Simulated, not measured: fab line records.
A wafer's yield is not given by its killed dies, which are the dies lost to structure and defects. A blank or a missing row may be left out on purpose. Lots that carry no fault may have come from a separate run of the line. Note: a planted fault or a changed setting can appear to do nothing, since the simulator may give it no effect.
Which of the tools did it?	flow nand harc	at 1 step of a route of 1302, 11 lots with 33 wafers sampled

WHAT THE GAUGES SHOWED, per wafer
NHARC_A_CONTACT_CD_MEAS_69 targets a cd of 300 nm.
lot	measured	on	cd nm (nm)
L074	day 22 12:05	cd sem-02	299.0 299.8 299.8
L078	day 23 20:26	cd sem-03	299.7 300.3 299.5
L079	day 24 09:57	cd sem-02	299.2 299.5 298.4
L080	day 24 14:48	cd sem-01	300.5 300.8 300.1
L083	day 25 15:42	cd sem-01	299.0 300.2 299.3
L085	day 26 18:59	cd sem-01	301.7 299.5 300.7
L088	day 27 14:40	cd sem-03	300.0 299.6 299.7
L089	day 27 22:15	cd sem-03	299.6 299.9 300.5
L090	day 28 08:57	cd sem-02	300.9 301.0 300.3
L092	day 30 02:48	cd sem-01	300.0 299.7 300.3
L097	day 30 23:14	cd sem-03	299.7 300.1 299.0

EACH LOT AND THE TOOL THAT RAN IT (in order: tool; ch and the chambers of the sampled wafers; start)
No process step before these readings appears in the record.

THE ANSWER, worked out from the rows above alone
Rule: the usual values come from the lots themselves. The widest of any qualifying gaps counts: lots, ordered by their means at a reading, are off when they make up no more than a third of the lots, leave a main group of 4 or more, and stand apart from it by 3 or more times the standard deviation of that group's means. If all means in a main group match to the digits the tables above print for the reading, that group is not used. Also off: a lot with no number at a reading for which 4 or more lots have one. Where the step has rows for the other lots, those lots are counted as sound.
No lot is off at any reading shown: from this, nothing can be told.

WHAT WAS PUT IN BY THE SIMULATOR
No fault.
